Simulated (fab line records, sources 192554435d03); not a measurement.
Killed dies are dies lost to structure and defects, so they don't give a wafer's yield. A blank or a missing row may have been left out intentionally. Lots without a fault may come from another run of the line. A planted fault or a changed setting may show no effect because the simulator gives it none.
Matching of chambers | flow n5Finfet | N5_STI_FIN_REVEAL_ETCHBACK_08 on rieDiel-01: 4 sister chambers
The step etches SiO2 in C4F6/O2, target depth 30.5 nm, time 10.167 s. 4 wafers are shown with their chamber, then 8 later ones without.

WAFERS, EACH WITH ITS CHAMBER
wafer  | chamber | drypumpMotorCurrentA (A)
L082.4 | 2       | 5.9
L083.1 | 3       | 6.1
L083.5 | 1       | 6.6
L084.1 | 0       | 6.4

WAFERS WHOSE CHAMBER IS MISSING
wafer  | drypumpMotorCurrentA (A)
L084.3 | 6.1
L084.5 | 5.9
L096.1 | 6.5
L096.2 | 6.6
L096.6 | 6.5
L097.1 | 6.5
L097.2 | 6.6
L097.4 | 5.9

WHICH CHAMBER EACH WENT THROUGH
wafer  | from the rows above     | in truth
L084.3 | 3                       | 3
L084.5 | 2                       | 2
L096.1 | can't be placed: 0 or 1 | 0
L096.2 | 1                       | 1
L096.6 | can't be placed: 0 or 1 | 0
L097.1 | can't be placed: 0 or 1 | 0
L097.2 | 1                       | 1
L097.4 | 2                       | 2
Placed correctly: 5 of 8. These rows do not allow placing 3 (true chamber among the candidates in 3). Placed wrongly: 0.
How it was worked out, from the rows above alone: a wafer's distance from a chamber is the root of the sum, over the readings, of the square of ((its reading less the chamber's mean) divided by the reading's scatter). The wafer belongs to the nearest chamber; if the next one is less than 2 further off, it can't be placed. A chamber's mean is the mean of its shown wafers. The scatter: with one shown wafer a chamber, the root of the mean of the squares of how far each hidden wafer lies from its nearest shown one.
